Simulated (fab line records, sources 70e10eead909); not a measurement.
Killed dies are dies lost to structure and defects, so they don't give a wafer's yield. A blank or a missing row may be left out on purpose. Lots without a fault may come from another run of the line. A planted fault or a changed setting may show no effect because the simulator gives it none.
Chamber matching | flow nand_harc | NHARC_P_CONTACT_ETCH_35 on rie_diel-07: 4 sister chambers
The step etches the open film in CF4, target depth 39 nm, time 65 s. 4 wafers are shown with their chamber, then 12 later ones without.

WAFERS WITH THEIR CHAMBER
wafer  | chamber | drypump_motor_current_A (A)
L085.3 | 1       | 5.0
L085.5 | 2       | 5.4
L089.5 | 3       | 5.3
L089.6 | 0       | 6.3

WAFERS WITHOUT THEIR CHAMBER
wafer  | drypump_motor_current_A (A)
L090.2 | 5.4
L090.4 | 5.3
L090.6 | 5.4
L091.1 | 6.3
L091.2 | 5.4
L091.6 | 5.3
L093.1 | 4.9
L093.3 | 5.4
L093.5 | 5.4
L095.1 | 5.4
L095.4 | 6.3
L095.6 | 6.3

WHICH CHAMBER EACH WENT THROUGH
wafer  | from the rows above | in truth
L090.2 | 2                   | 2
L090.4 | 3                   | 3
L090.6 | 2                   | 2
L091.1 | 0                   | 0
L091.2 | 2                   | 2
L091.6 | 3                   | 3
L093.1 | 1                   | 1
L093.3 | 2                   | 2
L093.5 | 2                   | 2
L095.1 | 2                   | 2
L095.4 | 0                   | 0
L095.6 | 0                   | 0
Placed correctly: 12 of 12. Can't be placed from these rows: 0. Placed wrongly: 0.
How it was worked out, from the rows above alone: a wafer's distance from a chamber is the root of the sum, over the readings, of the square of ((its reading less the chamber's mean) divided by the reading's scatter). The wafer belongs to the nearest chamber; if the next one is less than 2 further off, it can't be placed. A chamber's mean is the mean of its shown wafers. The scatter: with one shown wafer a chamber, the root of the mean of the squares of how far each hidden wafer lies from its nearest shown one.
